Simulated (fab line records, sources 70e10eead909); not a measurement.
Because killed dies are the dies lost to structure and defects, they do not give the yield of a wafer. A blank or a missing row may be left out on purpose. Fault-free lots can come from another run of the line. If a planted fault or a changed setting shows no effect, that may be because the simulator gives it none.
A struck lot beside a sound one    flow nand_harc    14 steps out of a route of 1302
Sound: these wafers, L997.1, L997.2, L997.3. Struck: wafers L989.1, L989.2, L989.4. At the end, the cause is stated.
Each step with rows lists, per side, the tool, then ch with its chambers, then its first start. Under that, the readings that differ: sound wafers    struck wafers    difference of the means    sigmas: that difference in standard deviations of wafers without a fault.
alike: a reading whose means differ by less than 2 such deviations, as well as words and numbers matching on both sides. not compared: withheld readings; readings where some wafer has no value; bounds like >300 that might hide an equal value; numbers whose values overlap and for which the record gives no deviation.
Wherever a step has rows on one side only, a row that says differs or no value, or a row with sigmas, the two part there. When numbers do not overlap yet have no deviation, they are printed without sigmas and do not part them. A reading that every wafer of one side lacks parts them only if that side has two wafers or more.

first, 5 steps without rows for these wafers: NHARC_A_STAIRCASE_ETCH_15 (etches the open film in C4F8/O2, target depth 100 nm, time 40.5 s); NHARC_A_STAIRCASE_TRIM_16 (chemistry O2, time 211.2 s); NHARC_A_STAIRCASE_ETCH_17 (etches the open film in C4F8/O2, target depth 100 nm, time 40.5 s); NHARC_A_STAIRCASE_TRIM_18 (chemistry O2, time 211.2 s); NHARC_A_STAIRCASE_ETCH_19 (etches the open film in C4F8/O2, target depth 100 nm, time 40.5 s).
NHARC_A_STAIRCASE_TRIM_20: chemistry O2, time 211.2 s.
  sound on rie_diel-07 ch 1,2,3, day 23 08:24; struck on rie_diel-08 ch 0,2,3, day 20 00:50
reading                 sound     struck    difference  sigmas
rf_hours_counter_h (h)  17 19 17  25 30 22  +8          
  alike: chamber_pressure_mTorr, drypump_motor_current_A, mfc_ar_sccm, o2_flow_sccm, oes_product_au, rf_vpp_V, showerhead_plenum_p_Torr, throttle_valve_pct
NHARC_A_STAIRCASE_ETCH_21: etches the open film in C4F8/O2, target depth 100 nm, time 40.5 s.
  sound on rie_diel-07 ch 0,2,3; struck on rie_diel-08 ch 1,2,3
reading                 sound     struck    difference  sigmas
rf_hours_counter_h (h)  18 17 17  30 29 25  +11         
  alike: oes_product_au, rf_vpp_V
NHARC_A_STAIRCASE_TRIM_22: chemistry O2, time 211.2 s.
  sound on rie_diel-07 ch 0,1,2; struck on rie_diel-08 ch 1,2,3
reading                 sound     struck    difference  sigmas
rf_hours_counter_h (h)  18 17 19  25 29 30  +10         
  alike: chamber_pressure_mTorr, drypump_motor_current_A, mfc_ar_sccm, o2_flow_sccm, oes_product_au, rf_vpp_V, showerhead_plenum_p_Torr, throttle_valve_pct
then, 2 steps without rows for these wafers: NHARC_A_STAIRCASE_ETCH_23 (etches the open film in C4F8/O2, target depth 100 nm, time 40.5 s); NHARC_A_STAIRCASE_TRIM_24 (chemistry O2, time 211.2 s).
NHARC_A_STAIRCASE_ETCH_25: etches the open film in C4F8/O2, target depth 100 nm, time 40.5 s.
  sound on rie_diel-07 ch 0,1,3; struck on rie_diel-08 ch 1,2,3
reading                 sound     struck    difference  sigmas
rf_hours_counter_h (h)  19 19 17  26 30 29  +10         
  alike: oes_product_au, rf_vpp_V
NHARC_A_STAIRCASE_TRIM_26: chemistry O2, time 211.2 s.
  sound on rie_diel-07 ch 0,1,3, day 23 09:11; struck on rie_diel-08 ch 0,2,3, day 20 01:34
  no value came back on the struck wafers for any of 10 readings (bias_w (W), chamber_pressure_mTorr (mTorr) and others); on the sound wafers bias_w (W) reads 0 0 0
NHARC_A_STAIRCASE_ETCH_27: etches the open film in C4F8/O2, target depth 100 nm, time 40.5 s.
  sound on rie_diel-07 ch 0,1,2; struck on rie_diel-08 ch 0,1,3
reading                 sound     struck    difference  sigmas
rf_hours_counter_h (h)  19 18 19  30 29 22  +8          
  alike: oes_product_au, rf_vpp_V
-- the record jumps here: 9 days lie between the struck wafers' starts before and after (it left off in module A_STAIRCASE and takes up again in module END, whose first step shown is number 1302 of the route) --
NHARC_END_SORT_01:
  the record has rows for the struck wafers here (prober-01 ch 0, day 28 19:31) and none for the sound ones

## WHERE THEY PART
Last at NHARC_END_SORT_01 as far as this record goes, first at NHARC_A_STAIRCASE_TRIM_26.

WHY: what had been put in by the simulator
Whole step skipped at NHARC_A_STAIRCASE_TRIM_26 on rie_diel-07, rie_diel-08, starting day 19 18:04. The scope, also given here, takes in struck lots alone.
